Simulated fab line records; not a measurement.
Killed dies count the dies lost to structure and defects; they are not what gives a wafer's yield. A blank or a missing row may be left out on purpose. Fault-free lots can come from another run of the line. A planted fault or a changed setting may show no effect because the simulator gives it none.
fab line records ; flow n5Finfet
[record] lots = 5; wafers = 15; lastDay = 17
route steps=1938 shown BEOL_M6@1200 PASSIVATION@1936
lots that met no fault: from a run of the same line without faults
startH: start of the lot's first displayed wafer, in hours after the record's first day ; waitH: time in hours since the lot's previous step ; " the same as in the row above ; L1.1+2: one row covering several wafers at once ; - either no value or no given start ; * or withheld: withheld ; < > ~ a bound
route shown NAME@n: names a module that has steps shown in the file, with the first one's number in the route ; usual: average and standard deviation across the fault-free wafers ; same: alike in all rows ; chamber/n: place in a boat ; sites: each site's reading ; _std_site: their standard deviation ; _edge_site: the outer-site mean with the inner-site mean subtracted ; radiusMm: how far each site lies from the wafer's centre ; mask NAME#n: copy n ; behind: the tool/chamber that last shaped the wafer ; hold: why the lot was held/for how many hours/how that ended ; device: the transistor (n, p or np) that didn't switch ; end of line: tests run on the same wafers once the route is complete ; where a step has no rows: the recipe by itself ; killed: count of dies lost to structure and defects at first sort (not the wafer's yield) ; map: per-die view of a wafer (x killed, . not killed, _ where there is no die)
set.NAME: the setting as run; set.NAME@STEP: as run at that earlier step ; model.NAME: the simulator's own value behind a step, which no gauge read
lots seen at some steps along the route; tables by step, rows by wafer
services: when a tool's chamber went out of use (startH, in hours from the record's first day, below 0 if earlier), for how many hours, and the reason
[[steps]]
[step N5_BEOL_M6_COAT_60]
[recipe] resist = SiARC; tempC = 220; timeS = 60; spinRpm = 1500; resistThkNm = 35
[step N5_BEOL_M6_COAT_05]
[recipe] resist = CAR-ArF; spinRpm = 1500; resistThkNm = 90
[step N5_BEOL_M6_EBR_07]
[recipe] solvent = PGMEA; ebrWidthMm = 1.5
[step N5_BEOL_M6_SOFTBAKE_06]
[recipe] tempC = 110; timeS = 60; resist = CAR-ArF
[step N5_BEOL_M6_EXPOSE_08]
[recipe] maskId = M6; na = 1.35; sourceShape = dipole; sigmaInner = 0.817; sigmaOuter = 0.97; polarization = te; doseMj = 68.25
[step N5_BEOL_M6_PEB_09]
[recipe] pebTempC = withheld; pebTimeS = 60; resist = CAR-ArF
[step N5_BEOL_M6_DEVELOP_10]
[recipe] developTimeS = 30; developer = TMAH; resist = CAR-ArF; rinseLiquid = diw; dry = airSpin; devTempC = 23
[step N5_BEOL_M6_CD_MEAS_11]
[recipe] targetCdNm = 38.5; landingEnergyEv = 500; detector = seInlens; polarity = opening
[usual] cdNm = 38.4/0.5
lot.wafer;tool;chamber;startH;waitH;cdNm
L473.1;cdSem-03;0;193.30;-;38.1
L473.3;cdSem-03;0;193.30;-;38.1
L473.6;cdSem-03;0;193.30;-;39.1
L485.2;cdSem-01;0;263.64;-;38.9
L485.4;cdSem-01;0;263.64;-;38.5
L485.6;cdSem-01;0;263.64;-;38.7
L486.1;cdSem-03;0;282.02;-;38.0
L486.2;cdSem-03;0;282.02;-;39.1
L486.6;cdSem-03;0;282.02;-;38.3
L492.1;cdSem-03;0;312.00;-;38.5
L492.2;cdSem-03;0;312.00;-;39.0
L492.6;cdSem-03;0;312.00;-;38.3
L494.3;cdSem-03;0;329.30;-;38.2
L494.4;cdSem-03;0;329.30;-;38.1
L494.6;cdSem-03;0;329.30;-;37.8
[step N5_BEOL_M6_OVL_MEAS_12]
[recipe] pointsPerWafer = 44
[usual] M6_OVL = 0.2/0.75
lot.wafer;tool;chamber;startH;waitH;M6_OVL[nm]
L473.1;overlay-01;0;193.33;0.0;0.6
L473.3;overlay-01;0;193.33;0.0;0.7
L473.6;overlay-01;0;193.33;0.0;1.0
L485.2;overlay-01;0;263.67;0.0;1.2
L485.4;overlay-01;0;263.67;0.0;0.8
L485.6;overlay-01;0;263.67;0.0;-0.1
L486.1;overlay-01;0;282.05;0.0;1.2
L486.2;overlay-01;0;282.05;0.0;0.9
L486.6;overlay-01;0;282.05;0.0;1.4
L492.1;overlay-01;0;312.03;0.0;0.6
L492.2;overlay-01;0;312.03;0.0;0.2
L492.6;overlay-01;0;312.03;0.0;-0.2
L494.3;overlay-01;0;329.33;0.0;-1.3
L494.4;overlay-01;0;329.33;0.0;-1.0
L494.6;overlay-01;0;329.33;0.0;-0.6
[step N5_BEOL_M6_INSPECT_13]
[recipe] mode = adi; inspectInstrument = brightfield
[usual] rawDefectCount = 426/110
lot.wafer;tool;chamber;startH;waitH;rawDefectCount
L473.1;defectInspect-01;-;193.35;0.0;496
L473.3;defectInspect-01;-;193.35;0.0;497
L473.6;defectInspect-01;-;193.35;0.0;480
L485.2;defectInspect-02;-;263.69;0.0;521
L485.4;defectInspect-02;-;263.69;0.0;574
L485.6;defectInspect-02;-;263.69;0.0;326
L486.1;defectInspect-01;-;282.07;0.0;442
L486.2;defectInspect-01;-;282.07;0.0;504
L486.6;defectInspect-01;-;282.07;0.0;454
L492.1;defectInspect-02;-;312.06;0.0;419
L492.2;defectInspect-02;-;312.06;0.0;449
L492.6;defectInspect-02;-;312.06;0.0;320
L494.3;defectInspect-01;-;329.36;0.0;282
L494.4;defectInspect-01;-;329.36;0.0;402
L494.6;defectInspect-01;-;329.36;0.0;234
[step N5_BEOL_M6_DESCUM_16]
[recipe] chemistry = O2; timeS = 7.9; sourcePowerW = 50; biasPowerW = 20; pressureMtorr = 20; rfFrequencyHz = 2.712e+07; tempC = 40; resist = CAR-ArF; o2FlowSccm = 225
[usual] drypumpMotorCurrentA = 5.8/0.49; oesProductAu = 0.81/0.081; rfVppV = 243.7/1.4; showerheadPlenumPTorr = 2.13/0.066; throttleValvePct = 20.4/0.4
lot.wafer;tool;chamber;startH;waitH;drypumpMotorCurrentA;oesProductAu;rfHoursCounterH;rfVppV;showerheadPlenumPTorr;throttleValvePct
L473.1;rieDiel-05;2;193.39;0.0;5.4;0.83;80;241.3;2.02;20.0
L473.3;rieDiel-05;1;193.39;0.0;5.8;0.74;153;245.1;2.21;21.1
L473.6;rieDiel-05;3;193.39;0.0;5.8;0.70;-;243.9;2.16;20.0
L485.2;rieDiel-04;3;263.96;0.3;6.3;0.80;109;244.9;2.12;20.3
L485.4;rieDiel-04;2;263.96;0.3;6.3;0.78;120;244.0;2.21;20.6
L485.6;rieDiel-04;0;263.96;0.3;5.0;0.82;-;243.1;2.06;21.0
L486.1;rieDiel-06;3;282.26;0.2;5.0;0.74;211;244.3;2.14;20.3
L486.2;rieDiel-06;2;282.26;0.2;5.9;0.90;38;240.7;2.03;20.0
L486.6;rieDiel-06;3;282.26;0.2;5.0;0.73;-;243.0;2.14;20.3
L492.1;rieDiel-05;3;312.24;0.2;5.8;0.99;0;244.0;2.15;19.9
L492.2;rieDiel-05;2;312.24;0.2;5.4;0.78;121;240.4;2.00;20.1
L492.6;rieDiel-05;2;312.24;0.2;5.4;0.78;-;242.0;2.00;20.1
L494.3;rieDiel-04;2;329.52;0.2;6.3;0.75;144;245.1;2.20;20.6
L494.4;rieDiel-04;1;329.52;0.2;5.8;0.93;28;243.6;2.12;19.9
L494.6;rieDiel-04;3;329.52;0.2;6.3;0.77;-;242.2;2.12;20.3
[step N5_BEOL_M6_ETCH_61]
[recipe] chemistry = CF4; target = SiARC; targetDepthA = 455; maskMaterial = CAR-ArF; timeS = 75.8; ionEnergyEv = 80; pressureMtorr = 40; sourceW = 545; biasW = 36; Ar_flow_sccm = 100; cf4FlowSccm = 100; ends = cleared
[usual] biasW = 36.00/0.11; drypumpMotorCurrentA = 5.8/0.49; etchRfOnTimeS = 75.7/1.7; oesProductAu = 0.69/0.065; rfVppV = 184.5/1.1; showerheadPlenumPTorr = 2.18/0.058; throttleValvePct = 15.53/0.25
lot.wafer;tool;chamber;startH;waitH;biasW;drypumpMotorCurrentA;etchRfOnTimeS;oesProductAu;rfHoursCounterH;rfVppV;showerheadPlenumPTorr;throttleValvePct
L473.1;rieDiel-05;2;193.42;0.0;35.99;5.4;73.2;0.72;80;183.5;2.10;15.43
L473.3;rieDiel-05;1;193.42;0.0;36.18;5.8;74.2;0.64;153;184.3;2.22;16.00
L473.6;rieDiel-05;3;193.42;0.0;36.16;5.8;76.2;0.60;-;184.5;2.19;15.38
L485.2;rieDiel-04;3;263.99;0.0;36.16;6.3;73.5;0.69;109;185.8;2.15;15.35
L485.4;rieDiel-04;2;263.99;0.0;35.83;6.3;74.6;0.66;120;184.1;2.23;15.67
L485.6;rieDiel-04;0;263.99;0.0;36.14;4.9;75.6;0.72;-;185.1;2.08;15.77
L486.1;rieDiel-06;3;282.29;0.0;36.04;5.1;74.9;0.61;211;184.7;2.19;15.54
L486.2;rieDiel-06;2;282.29;0.0;36.11;5.9;75.7;0.75;38;183.7;2.12;15.42
L486.6;rieDiel-06;3;282.29;0.0;36.00;5.1;75.5;0.62;-;185.2;2.19;15.52
L492.1;rieDiel-05;3;312.27;0.0;36.10;5.8;74.2;0.84;0;185.2;2.18;14.98
L492.2;rieDiel-05;2;312.27;0.0;36.14;5.4;74.9;0.68;121;183.4;2.09;15.51
L492.6;rieDiel-05;2;312.27;0.0;36.11;5.4;75.2;0.67;-;184.0;2.09;15.50
L494.3;rieDiel-04;2;329.55;0.0;35.92;6.3;74.9;0.65;144;183.8;2.23;15.71
L494.4;rieDiel-04;1;329.55;0.0;35.85;5.8;78.4;0.76;28;184.9;2.19;15.22
L494.6;rieDiel-04;3;329.55;0.0;36.00;6.3;75.9;0.66;-;183.8;2.14;15.41
[step N5_BEOL_M6_ETCH_62]
[recipe] chemistry = N2/H2; target = SOC; targetDepthA = 1100; overetchA = 220; maskMaterial = SiARC; tempC = 40; timeS = 165; ionEnergyEv = 200; pressureMtorr = 30; sourceW = 840; biasW = 150; n2FlowSccm = 200; h2FlowSccm = 200
[usual] biasW = 150.0/0.44; drypumpMotorCurrentA = 5.8/0.48; oesProductAu = 0.68/0.065; rfVppV = 525.1/2.3; showerheadPlenumPTorr = 2.58/0.087; throttleValvePct = 17.7/0.32
lot.wafer;tool;chamber;startH;waitH;biasW;drypumpMotorCurrentA;oesProductAu;rfHoursCounterH;rfVppV;showerheadPlenumPTorr;throttleValvePct;model.SiARC_of_BEOL_M6_COAT_60.thkNm
L473.1;rieDiel-05;2;193.48;0.0;150.3;5.4;0.70;80;522.1;2.47;17.5;28
L473.3;rieDiel-05;1;193.48;0.0;150.0;5.8;0.63;153;527.2;2.65;18.3;28.2
L473.6;rieDiel-05;3;193.48;0.0;150.2;5.8;0.60;-;527.2;2.59;17.3;28.6
L485.2;rieDiel-04;3;264.05;0.0;150.2;6.3;0.67;109;525.0;2.58;17.7;28.2
L485.4;rieDiel-04;2;264.05;0.0;155.4;6.3;0.65;120;537.7;2.69;18.0;27.8
L485.6;rieDiel-04;0;264.05;0.0;150.7;5.0;0.71;-;521.1;2.44;17.7;28.2
L486.1;rieDiel-06;3;282.35;0.0;149.9;5.0;0.61;211;524.7;2.64;18.0;28.2
L486.2;rieDiel-06;2;282.35;0.0;149.5;5.9;0.74;38;521.8;2.45;17.2;28.4
L486.6;rieDiel-06;3;282.35;0.0;150.1;5.0;0.62;-;527.0;2.64;18.0;28.2
L492.1;rieDiel-05;3;312.33;0.0;149.8;5.8;0.82;0;525.5;2.58;17.0;28.4
L492.2;rieDiel-05;2;312.33;0.0;149.9;5.4;0.66;121;519.9;2.46;17.6;28.4
L492.6;rieDiel-05;2;312.33;0.0;150.3;5.4;0.66;-;521.0;2.46;17.6;28.2
L494.3;rieDiel-04;2;329.61;0.0;149.9;6.3;0.64;144;527.1;2.68;18.0;28.4
L494.4;rieDiel-04;1;329.61;0.0;149.9;5.8;0.77;28;524.9;2.61;17.6;28.6
L494.6;rieDiel-04;3;329.61;0.0;150.4;6.3;0.66;-;525.6;2.57;17.8;28.2
[step N5_BEOL_M6_STRIP_68]
[recipe] chemistry = N2/H2; tempC = 40; n2FlowSccm = 200; h2FlowSccm = 200; rfFrequencyHz = 6e+07
[step N5_PASSIVATION_PROBE_49]
[usual] defectLimitedYield = 91.3/1.4; killed_at_M0_to_M3 = 33/9.9; killed_at_M4_up = 15/5.6; killedAtContacts = 13/5.7; killedAtFrontEnd = 38/12; killedAtOther = 4/3.1; killedDies = 103/17; killedOpen = 66/13; killedShort = 32/7.8; sort_bin_4_leakage = 0.02/0.16; sort_bin_5_function = 5.1/0.95; sort_bin_6_memory = 3.2/0.68; sortNPass = 1077/17; sortYieldPct = 91.3/1.5
[same] grossDies = 1180; killedAtBackSide = 0; sort_bin_8_speed[%] = 0
lot.wafer;tool;chamber;startH;waitH;defectLimitedYield[%];killed_at_M0_to_M3;killed_at_M4_up;killedAtContacts;killedAtFrontEnd;killedAtOther;killedDies;killedOpen;killedShort;sort_bin_4_leakage[%];sort_bin_5_function[%];sort_bin_6_memory[%];sortNPass;sortYieldPct[%]
L485.2;prober-01;-;356.44;0.1;90.1;46;12;21;37;1;117;79;37;0;5.4;4.3;1063;90.1
L485.4;prober-01;-;356.54;0.2;90.5;36;14;21;33;8;112;76;30;0;6.3;3.1;1068;90.5
L485.6;prober-01;-;356.64;0.3;90.8;45;9;15;35;4;108;74;29;0;5.3;3.6;1072;90.8
L492.1;prober-01;-;408.14;0.0;90.2;32;22;10;52;0;116;73;38;0;5.3;4.1;1064;90.2
L492.2;prober-01;-;408.19;0.1;91.9;24;16;5;44;6;95;57;35;0;5.2;2.5;1085;91.9
L492.6;prober-01;-;408.39;0.3;92.4;33;10;5;42;0;90;58;28;0;4.6;2.7;1090;92.4
L494.3;prober-01;-;419.10;0.1;90.4;25;12;13;58;5;113;65;43;0;5.0;4.3;1067;90.4
L494.4;prober-01;-;419.15;0.2;90.9;44;16;5;34;8;107;75;29;0;4.8;3.6;1073;90.9
L494.6;prober-01;-;419.25;0.3;89.6;41;10;18;49;5;123;76;43;0;5.8;4.2;1057;89.6
// killed by level:class
L485.2 MOL_CONTACT_COAG:geometricParticle:open=14 BEOL_M1:geometricParticle:open=14 FIN_SAQP:geometricParticle:open=8 STI_FIN_REVEAL:geometricParticle:open=8 BEOL_M0_SAQP:geometricParticle:open=7 MOL_CONTACT_COAG:geometricParticle:short=7 BEOL_M0_SAQP:geometricParticle:short=7 BEOL_M4:geometricParticle:open=6
L485.4 MOL_CONTACT_COAG:geometricParticle:open=17 BEOL_M3:geometricParticle:open=10 BEOL_M1:geometricParticle:open=8 FIN_SAQP:geometricParticle:open=7 STI_FIN_REVEAL:geometricParticle:open=7 FIN_SAQP:geometricParticle:short=6 STARTING-WAFER:geometricParticle:short=5 BEOL_M4:geometricParticle:open=5
L485.6 BEOL_M2:geometricParticle:open=17 MOL_CONTACT_COAG:geometricParticle:open=13 BEOL_M0_SAQP:geometricParticle:open=7 FIN_SAQP:geometricParticle:open=6 GATE_CUT:geometricParticle:short=6 BEOL_M0_SAQP:geometricParticle:short=5 BEOL_M0:geometricParticle:open=5 BEOL_M3:geometricParticle:open=5
L492.1 FIN_SAQP:geometricParticle:short=16 FIN_SAQP:geometricParticle:open=9 MOL_CONTACT_COAG:geometricParticle:open=8 BEOL_M0_SAQP:geometricParticle:open=8 BEOL_M0_SAQP:geometricParticle:short=7 STI_FIN_REVEAL:geometricParticle:open=6 BEOL_M3:geometricParticle:open=6 BEOL_M5:geometricParticle:open=6
L492.2 DUMMY_GATE:geometricParticle:open=10 FIN_SAQP:geometricParticle:short=8 BEOL_M0_SAQP:geometricParticle:short=8 FIN_SAQP:geometricParticle:open=6 BEOL_M0_SAQP:geometricParticle:open=5 BEOL_M5:geometricParticle:short=4 MOL_CONTACT_COAG:geometricParticle:open=4 STARTING-WAFER:geometricParticle:open=4
L492.6 FIN_SAQP:geometricParticle:open=12 BEOL_M1:geometricParticle:open=10 BEOL_M0_SAQP:geometricParticle:short=8 FIN_SAQP:geometricParticle:short=6 BEOL_M0_SAQP:geometricParticle:open=6 DUMMY_GATE:geometricParticle:open=5 STI_FIN_REVEAL:geometricParticle:open=4 MOL_CONTACT_COAG:geometricParticle:open=4
L494.3 GATE_CUT:geometricParticle:short=10 STI_FIN_REVEAL:geometricParticle:open=9 FIN_SAQP:geometricParticle:open=8 MOL_CONTACT_COAG:geometricParticle:open=8 DUMMY_GATE:geometricParticle:open=7 BEOL_M0_SAQP:geometricParticle:short=7 BEOL_M0_SAQP:geometricParticle:open=6 FIN_SAQP:geometricParticle:short=5
L494.4 STI_FIN_REVEAL:geometricParticle:open=13 BEOL_M0_SAQP:geometricParticle:open=9 BEOL_M1:geometricParticle:open=8 BEOL_M0_SAQP:geometricParticle:short=7 BEOL_M3:geometricParticle:open=7 BEOL_M4:geometricParticle:open=7 BEOL_M2:geometricParticle:open=6 FIN_SAQP:geometricParticle:open=5
L494.6 STI_FIN_REVEAL:geometricParticle:open=15 MOL_CONTACT_COAG:geometricParticle:open=11 BEOL_M0_SAQP:geometricParticle:short=10 BEOL_M0_SAQP:geometricParticle:open=10 FIN_SAQP:geometricParticle:open=6 BEOL_M3:geometricParticle:open=6 FIN_SAQP:geometricParticle:short=5 MOL_CONTACT_COAG:geometricParticle:short=5
[[services]]
tool;chamber;startH;hours;kind
rieDiel-06;-;176.36;0.6;repair
rieDiel-04;1;235.11;-;clean
rieDiel-04;1;235.11;-;consumableReplace:focusRing
rieDiel-04;1;235.11;19.4;scheduledDown
rieDiel-04;1;235.11;19.4;ventCycle
rieDiel-06;0;268.22;15.3;repair
rieDiel-06;2;293.88;4.3;repair
rieDiel-05;3;296.99;-;clean
rieDiel-05;3;296.99;-;consumableReplace:focusRing
rieDiel-05;3;296.99;14.1;scheduledDown
rieDiel-05;3;296.99;14.1;ventCycle
rieDiel-05;2;297.03;9.6;repair
rieDiel-06;2;304.45;10.4;repair
[[key]]
[firstSign] step = N5_BEOL_M6_ETCH_62; reading = biasW; direction = up; sigmas = 12; usual = *; struck = *
[effect] step = N5_BEOL_M6_ETCH_62; reading = rfVppV; direction = up; sigmas = 5.4; usual = 525.1; struck = 537.7
[modelEffect] step = N5_BEOL_M6_ETCH_62; value = SiARC_of_BEOL_M6_COAT_60.thkNm; without = 28.2; struck = 27.8
metAt N5_BEOL_M6_ETCH_62
struckWafers L485.4
[fault] kind = processParameterDrift; tool = rieDiel-04; chamber = 2; onsetH = 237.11; steps = N5_BEOL_M6_ETCH_62; channel = biasW; offset = *; shape = step; endH = 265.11; actsIn = *; stated = *
